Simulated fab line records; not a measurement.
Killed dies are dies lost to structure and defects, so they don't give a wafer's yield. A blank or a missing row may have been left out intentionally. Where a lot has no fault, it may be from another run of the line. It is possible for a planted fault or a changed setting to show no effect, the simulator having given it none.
Chamber matching + flow n5_finfet + 4 sister chambers for N5_BEOL_M0_CUTY_ETCH_62 on rie_diel-06
The step etches SiARC in CF4, time 58.5 s. 4 wafers are shown with their chamber, then 9 later ones without.

WAFERS, EACH WITH ITS CHAMBER
| wafer  | chamber | showerhead_plenum_p_Torr (Torr) |
|--------|---------|---------------------------------|
| L079.6 | 1       | 2.12                            |
| L084.2 | 2       | 2.28                            |
| L084.3 | 3       | 2.16                            |
| L084.5 | 0       | 2.11                            |

WAFERS WHOSE CHAMBER IS MISSING
| wafer  | showerhead_plenum_p_Torr (Torr) |
|--------|---------------------------------|
| L090.1 | 2.28                            |
| L090.2 | 2.15                            |
| L090.5 | 2.15                            |
| L093.2 | 2.11                            |
| L093.4 | 2.27                            |
| L093.5 | 2.10                            |
| L094.1 | 2.11                            |
| L094.4 | 2.10                            |
| L094.6 | 2.11                            |

CHAMBER TAKEN BY EACH
| wafer  | from the rows above     | in truth |
|--------|-------------------------|----------|
| L090.1 | 2                       | 2        |
| L090.2 | 3                       | 3        |
| L090.5 | 3                       | 3        |
| L093.2 | can't be placed: 0 or 1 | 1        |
| L093.4 | 2                       | 2        |
| L093.5 | can't be placed: 0 or 1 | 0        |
| L094.1 | can't be placed: 0 or 1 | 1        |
| L094.4 | can't be placed: 0 or 1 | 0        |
| L094.6 | can't be placed: 0 or 1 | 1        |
Placed correctly: 4 of 9. Cannot be placed on the basis of these rows: 5; the candidates contain the true chamber in 5. Placed wrongly: 0.
How it was worked out, from the rows above alone: a wafer's distance from a chamber is the root of the sum, over the readings, of the square of ((its reading less the chamber's mean) divided by the reading's scatter). If the next closest chamber is less than 2 further off than the closest, the wafer can't be placed; otherwise it belongs to the closest. A chamber's mean is the mean of its shown wafers. The scatter (one wafer shown for each chamber): square how far every hidden wafer sits from the nearest shown wafer, average those squares and take the square root.
